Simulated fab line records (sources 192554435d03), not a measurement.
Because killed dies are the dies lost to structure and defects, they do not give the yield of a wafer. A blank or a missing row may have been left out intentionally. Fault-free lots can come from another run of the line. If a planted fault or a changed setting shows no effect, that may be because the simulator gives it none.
3 desks looking at one fault	flow n5Finfet	each desk has only its own numbers; what lay behind them comes last
Where a reading is given only as a bound, like >300, the bound stands for it, and a mean or a difference that rests on one is marked > or <: the true number lies beyond.

## DESK OF THE TOOL OWNER: rieSi-04
The tool's own readings at N5_BEOL_M0_SAQP_ETCH_102 (etches SiO2 in CF4, target depth 4 nm, time 4.4 s): means of the sampled wafers that have a number, for each lot that ran on this tool. Any lot whose mean is over 4 standard deviations away from the usual mean is out of limits and marked OUT; that distance is given in the brackets.
Columns: A = drypumpMotorCurrentA at N5_BEOL_M0_SAQP_ETCH_102, usual 5.7 A; B = oesProductAu at N5_BEOL_M0_SAQP_ETCH_102, usual 0.995 a.u.; C = throttleValvePct at N5_BEOL_M0_SAQP_ETCH_102, usual 21.84 %
lot	first seen here	A	B	C
L657	day 5 15:45	5.6	0.995	21.89
L661	day 6 13:23	5.4	0.980	21.92
L663	day 7 05:58	5.5	1.007	21.64
L664	day 7 10:14	5.1	0.992	21.66
L665	day 7 13:29	5.3	0.989	21.65
Result from this desk: across the 5 lots, nothing is out of limits.

## THE METROLOGY DESK
Lot by lot, what the gauges showed, no matter which tool ran the lot: averages of those sampled wafers that carry a number. Any lot whose mean is over 4 standard deviations away from the usual mean is out of limits and marked OUT; that distance is given in the brackets. Only the readings that lie furthest out on some lot appear, 7 of the 11 it has.
Columns: A = DIBL_N at N5_BEOL_M4_RC_MEAS_101, usual 36.3 mV/V; B = IOFF_N at N5_BEOL_M4_RC_MEAS_101, usual 0.16 nA/um; C = IOFF_P at N5_BEOL_M4_RC_MEAS_101, usual 0.22 nA/um; D = ION_N at N5_BEOL_M4_RC_MEAS_101, usual 677 uA/um; E = ION_P at N5_BEOL_M4_RC_MEAS_101, usual 466 uA/um; F = VT_N at N5_BEOL_M4_RC_MEAS_101, usual 249 mV; G = VT_P at N5_BEOL_M4_RC_MEAS_101, usual -248.9 mV
lot	first seen here	A	B	C	D	E	F	G
L657	day 5 17:48	35.3	0.15	0.22	673	470	250	-247.1
L661	day 6 15:18	37.2	0.17	0.24	689	471	248	-248.3
L663	day 7 08:37	38.4	0.20	0.25	685	468	246	-247.1
L664	day 7 12:28	36.5	0.20	0.30	695	482	244	-243.4
L665	day 7 15:36	36.4	0.15	0.18	674	458	252	-255.3
L669	day 8 18:38	35.9	0.14	0.21	669	463	253	-249.6
L676	day 10 09:44	37.8	0.18	0.22	677	466	248	-250.7
L677	day 10 13:41	34.4	0.14	0.21	672	468	251	-247.8
Result from this desk: across the 8 lots, nothing is out of limits.

## THE DEFECT DESK
Lot by lot, what the route's inspections counted, given as the mean of those sampled wafers with a number. Any lot whose mean is over 4 standard deviations away from the usual mean is out of limits and marked OUT; that distance is given in the brackets.
Columns: A = rawDefectCount at N5_BEOL_M0_SAQP_INSPECT_42, usual 263; B = rawDefectCount at N5_BEOL_M0_CUTY_INSPECT_59, usual 2.0
lot	first seen here	A	B
L657	day 5 17:53	220	2.7
L661	day 6 15:23	325	1.3
L663	day 7 08:43	177	3.7
L664	day 7 12:33	1545 (+19) OUT	>300 (+99 or more) OUT
L665	day 7 15:41	1456 (+18) OUT	>300 (+99 or more) OUT
L669	day 8 18:43	251	1.3
L676	day 10 09:50	276	3.0
L677	day 10 13:47	293	2.0
This desk finds L664, L665 out of limits, L664 being first, at day 7 12:33 (rawDefectCount at N5_BEOL_M0_SAQP_INSPECT_42). Within limits: L657, L661, L663, L669, L676, L677.

## ALL TOGETHER
The defect desk could have raised an alarm at day 7 12:33, on L664, L665.
The tool owner's desk saw nothing out of limits.
From the metrology desk's view, nothing was out of limits.
The tool owner's desk has L664, L665 on record, within its limits.
The metrology desk has L664, L665 on record, within its limits.
Of the lots named, all ran N5_BEOL_M0_SAQP_ETCH_102 on rieSi-04.

## WHAT HAD BEEN PUT IN BY THE SIMULATOR
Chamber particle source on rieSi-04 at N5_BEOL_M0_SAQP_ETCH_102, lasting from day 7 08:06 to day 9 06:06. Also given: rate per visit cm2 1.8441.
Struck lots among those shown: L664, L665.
Hours from the fault's start to each desk's first reading out of limits: the defect desk, 4.
